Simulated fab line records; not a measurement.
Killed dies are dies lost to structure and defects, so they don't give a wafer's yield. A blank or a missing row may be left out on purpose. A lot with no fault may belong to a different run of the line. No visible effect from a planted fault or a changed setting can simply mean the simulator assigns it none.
Matching of chambers :: flow nand harc :: NHARC_A_STAIRCASE_ETCHBACK_422 on rie diel-11: 4 sister chambers
The step etches the open film in CH3F/O2, target depth 40 nm, time 74.286 s. 18 wafers are shown with their chamber, then 9 later ones without.

EACH WAFER AND ITS CHAMBER
wafer: L076.1
chamber: 3
drypump motor current A (A): 5.5
showerhead plenum p Torr (Torr): 2.49
rf vpp V (V): 243.8

wafer: L076.2
chamber: 0
drypump motor current A (A): 6.1
showerhead plenum p Torr (Torr): 2.48
rf vpp V (V): 243.6

wafer: L076.5
chamber: 3
drypump motor current A (A): 5.5
showerhead plenum p Torr (Torr): 2.49
rf vpp V (V): 246.3

wafer: L077.1
chamber: 0
drypump motor current A (A): 6.1
showerhead plenum p Torr (Torr): 2.48
rf vpp V (V): 245.0

wafer: L077.5
chamber: 1
drypump motor current A (A): 5.9
showerhead plenum p Torr (Torr): 2.48
rf vpp V (V): 243.8

wafer: L077.6
chamber: 0
drypump motor current A (A): 6.1
showerhead plenum p Torr (Torr): 2.48
rf vpp V (V): 244.9

wafer: L080.3
chamber: 2
drypump motor current A (A): 5.4
showerhead plenum p Torr (Torr): 2.56
rf vpp V (V): 244.7

wafer: L080.5
chamber: 0
drypump motor current A (A): 6.1
showerhead plenum p Torr (Torr): 2.48
rf vpp V (V): 244.7

wafer: L080.6
chamber: 3
drypump motor current A (A): 5.5
showerhead plenum p Torr (Torr): 2.49
rf vpp V (V): 244.3

wafer: L088.4
chamber: 0
drypump motor current A (A): 6.1
showerhead plenum p Torr (Torr): 2.47
rf vpp V (V): 243.4

wafer: L088.5
chamber: 3
drypump motor current A (A): 5.5
showerhead plenum p Torr (Torr): 2.48
rf vpp V (V): 245.2

wafer: L088.6
chamber: 2
drypump motor current A (A): 5.4
showerhead plenum p Torr (Torr): 2.55
rf vpp V (V): 246.9

wafer: L085.1
chamber: 2
drypump motor current A (A): 5.4
showerhead plenum p Torr (Torr): 2.55
rf vpp V (V): 246.0

wafer: L085.2
chamber: 1
drypump motor current A (A): 5.8
showerhead plenum p Torr (Torr): 2.47
rf vpp V (V): 244.5

wafer: L085.4
chamber: 3
drypump motor current A (A): 5.5
showerhead plenum p Torr (Torr): 2.48
rf vpp V (V): 244.4

wafer: L091.2
chamber: 3
drypump motor current A (A): 5.5
showerhead plenum p Torr (Torr): 2.48
rf vpp V (V): 245.3

wafer: L091.3
chamber: 1
drypump motor current A (A): 5.9
showerhead plenum p Torr (Torr): 2.47
rf vpp V (V): 244.4

wafer: L091.6
chamber: 0
drypump motor current A (A): 6.1
showerhead plenum p Torr (Torr): 2.47
rf vpp V (V): 243.8

SIGNATURES (averages over the wafers above)
reading: drypump motor current A
chamber 0: 6.100
chamber 1: 5.867
chamber 2: 5.400
chamber 3: 5.500
scatter within a chamber: 0.0218

reading: showerhead plenum p Torr
chamber 0: 2.4767
chamber 1: 2.4733
chamber 2: 2.5533
chamber 3: 2.4850
scatter within a chamber: 0.00546

reading: rf vpp V
chamber 0: 244.233
chamber 1: 244.233
chamber 2: 245.867
chamber 3: 244.883
scatter within a chamber: 0.815
Rule: distance of a wafer from a chamber = root of the sum over the readings of ((wafer's reading minus chamber's mean) / reading's scatter) squared. If the next closest chamber is less than 2 further off than the closest, the wafer can't be placed; otherwise it belongs to the closest. How the scatter is found: for the shown wafers, subtract from each reading the mean of its chamber, square and add these, divide the total by (wafers less chambers), then take the root.

WAFERS WITH NO CHAMBER GIVEN
wafer: L094.1
drypump motor current A (A): 5.5
showerhead plenum p Torr (Torr): 2.48
rf vpp V (V): 244.4

wafer: L094.2
drypump motor current A (A): 6.1
showerhead plenum p Torr (Torr): 2.47
rf vpp V (V): 243.9

wafer: L094.6
drypump motor current A (A): 6.1
showerhead plenum p Torr (Torr): 2.46
rf vpp V (V): 244.8

wafer: L093.1
drypump motor current A (A): 5.4
showerhead plenum p Torr (Torr): 2.55
rf vpp V (V): 245.4

wafer: L093.2
drypump motor current A (A): 6.1
showerhead plenum p Torr (Torr): 2.47
rf vpp V (V): 245.6

wafer: L093.3
drypump motor current A (A): 5.8
showerhead plenum p Torr (Torr): 2.47
rf vpp V (V): 243.4

wafer: L093.4
drypump motor current A (A): 5.5
showerhead plenum p Torr (Torr): 2.48
rf vpp V (V): 244.4

wafer: L093.5
drypump motor current A (A): 5.4
showerhead plenum p Torr (Torr): 2.55
rf vpp V (V): 246.5

wafer: L093.6
drypump motor current A (A): 5.5
showerhead plenum p Torr (Torr): 2.48
rf vpp V (V): 242.9

WHICH CHAMBER EACH WENT THROUGH
wafer: L094.1
from the rows above: 3
in truth: 3

wafer: L094.2
from the rows above: 0
in truth: 0

wafer: L094.6
from the rows above: 0
in truth: 0

wafer: L093.1
from the rows above: 2
in truth: 2

wafer: L093.2
from the rows above: 0
in truth: 0

wafer: L093.3
from the rows above: 1
in truth: 1

wafer: L093.4
from the rows above: 3
in truth: 3

wafer: L093.5
from the rows above: 2
in truth: 2

wafer: L093.6
from the rows above: 3
in truth: 3
9 of 9 placed correctly. Can't be placed from these rows: 0. Number placed wrongly: 0.
